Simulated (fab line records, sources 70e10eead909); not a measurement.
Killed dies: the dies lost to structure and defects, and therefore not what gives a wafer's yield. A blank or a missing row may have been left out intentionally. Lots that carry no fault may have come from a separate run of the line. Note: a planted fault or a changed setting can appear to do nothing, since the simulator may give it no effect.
Which tool did it? -- flow nand-harc -- Sampling: 6 lots, 18 wafers, 4 of 1302 route steps

WHAT THE GAUGES READ, wafer by wafer
NHARC_THIN_TSV_CD_MEAS_33: the cd target is 5000 nm.
lot,measured,on,cd-nm (nm)
L809,day 24 11:59,cd-sem-02,5004 5005 5002
L814,day 26 21:59,cd-sem-03,4992 4998 4995
L818,day 27 17:37,cd-sem-02,4997 4998 4998
L819,day 28 15:40,cd-sem-03,4999 5003 5004
L822,day 30 01:16,cd-sem-03,4996 4994
L829,day 32 20:08,cd-sem-03,4999 5002 5002

EACH LOT AND THE TOOL THAT RAN IT (in order: tool; ch and the chambers of the sampled wafers; start)
lot,NHARC_A_WL_FILL_CVD_03,NHARC_THIN_TSV_DESCUM_14,NHARC_THIN_TSV_DEP_47
L809,"cvd-w-02 ch 0,1, day 20 22:56","rie-diel-11 ch 1,2, day 24 06:13","pecvd-01 ch 0,1,2, day 24 07:55"
L814,"cvd-w-02 ch 0,1, day 23 05:42","rie-diel-02 ch 0,2,3, day 26 16:16","pecvd-04 ch 1,2, day 26 17:59"
L818,"cvd-w-02 ch 0,1, day 24 06:57","rie-diel-11 ch 1,2,3, day 27 11:59","pecvd-02 ch 1,2, day 27 13:43"
L819,"cvd-w-01 ch 0,1, day 25 01:36","rie-diel-02 ch 0,2,3, day 28 09:56","pecvd-02 ch 1,2, day 28 11:47"
L822,"cvd-w-01 ch 0,1, day 26 10:11","rie-diel-06 ch 2, day 29 19:32","pecvd-04 ch 0,1, day 29 21:24"
L829,"cvd-w-02 ch 0,1, day 29 05:35","rie-diel-11 ch 0,1,2, day 32 14:30","pecvd-02 ch 1,2, day 32 16:10"
- NHARC_A_WL_FILL_CVD_03: deposits W, target thk 40 nm, time 279 s.
- NHARC_THIN_TSV_DESCUM_14: chemistry O2, time 3 s.
- NHARC_THIN_TSV_DEP_47: deposits SiO2, target thk 200 nm.

THE ANSWER, worked out from the rows above alone
Rule: the lots themselves supply what counts as usual. Put in order of their means at a reading, lots are off if they are a third of the lots or fewer, leave a main group of 4 or more, and stand apart from it by a gap of 3 or more times the standard deviation of the main group's means; of several such gaps the widest counts. The tables above print the reading to a certain number of digits; a main group whose means all agree to those digits is not used. Also off: a lot with no number at a reading for which 4 or more lots have one. Where the step has rows for the other lots, those lots are counted as sound.
Across all readings shown, no lot is off: no conclusion can be drawn from this.

WHAT THE SIMULATOR HAD PUT IN
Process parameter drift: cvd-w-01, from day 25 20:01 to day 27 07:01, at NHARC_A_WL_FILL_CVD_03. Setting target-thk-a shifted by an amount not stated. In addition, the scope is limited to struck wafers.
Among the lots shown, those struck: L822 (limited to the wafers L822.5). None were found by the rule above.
